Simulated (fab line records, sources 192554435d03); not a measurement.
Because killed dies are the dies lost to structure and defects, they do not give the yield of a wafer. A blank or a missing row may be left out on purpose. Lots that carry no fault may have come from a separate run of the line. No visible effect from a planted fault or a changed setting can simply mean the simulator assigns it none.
Chamber matching + flow n5-finfet + N5_BEOL_M6_ALD_77 on ald-metal-04 has 4 sister chambers
The step deposits TaN, target thk 2 nm, pulse time 2 s, purge time 3 s. 4 wafers are shown with their chamber, then 12 later ones without.

EACH WAFER AND ITS CHAMBER
| wafer  | chamber | heater-power-w (W) |
|--------|---------|--------------------|
| L085.1 | 1       | 439                |
| L091.2 | 2       | 386                |
| L091.3 | 0       | 485                |
| L091.6 | 3       | 389                |

WAFERS WHOSE CHAMBER IS MISSING
| wafer  | heater-power-w (W) |
|--------|--------------------|
| L089.1 | 383                |
| L089.2 | 425                |
| L089.6 | 432                |
| L093.1 | 476                |
| L093.2 | 387                |
| L093.5 | 484                |
| L094.1 | 484                |
| L094.2 | 388                |
| L094.4 | 439                |
| L096.2 | 376                |
| L096.5 | 383                |
| L096.6 | 480                |

WHICH CHAMBER EACH ONE RAN IN
| wafer  | from the rows above     | in truth |
|--------|-------------------------|----------|
| L089.1 | can't be placed: 2 or 3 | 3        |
| L089.2 | 1                       | 1        |
| L089.6 | 1                       | 1        |
| L093.1 | 0                       | 0        |
| L093.2 | can't be placed: 2 or 3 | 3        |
| L093.5 | 0                       | 0        |
| L094.1 | 0                       | 0        |
| L094.2 | can't be placed: 3 or 2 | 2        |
| L094.4 | 1                       | 1        |
| L096.2 | can't be placed: 2 or 3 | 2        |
| L096.5 | can't be placed: 2 or 3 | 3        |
| L096.6 | 0                       | 0        |
Placed correctly: 7 of 12. Unplaceable from these rows: 5, with the true chamber sitting among the candidates in 5. Placed wrongly: 0.
How it was worked out, from the rows above alone: a wafer's distance from a chamber is the root of the sum, over the readings, of the square of ((its reading less the chamber's mean) divided by the reading's scatter). If the next closest chamber is less than 2 further off than the closest, the wafer can't be placed; otherwise it belongs to the closest. A chamber's mean is the mean of its shown wafers. The scatter: root of mean squared gap, hidden wafer to nearest shown wafer, with one shown wafer a chamber.
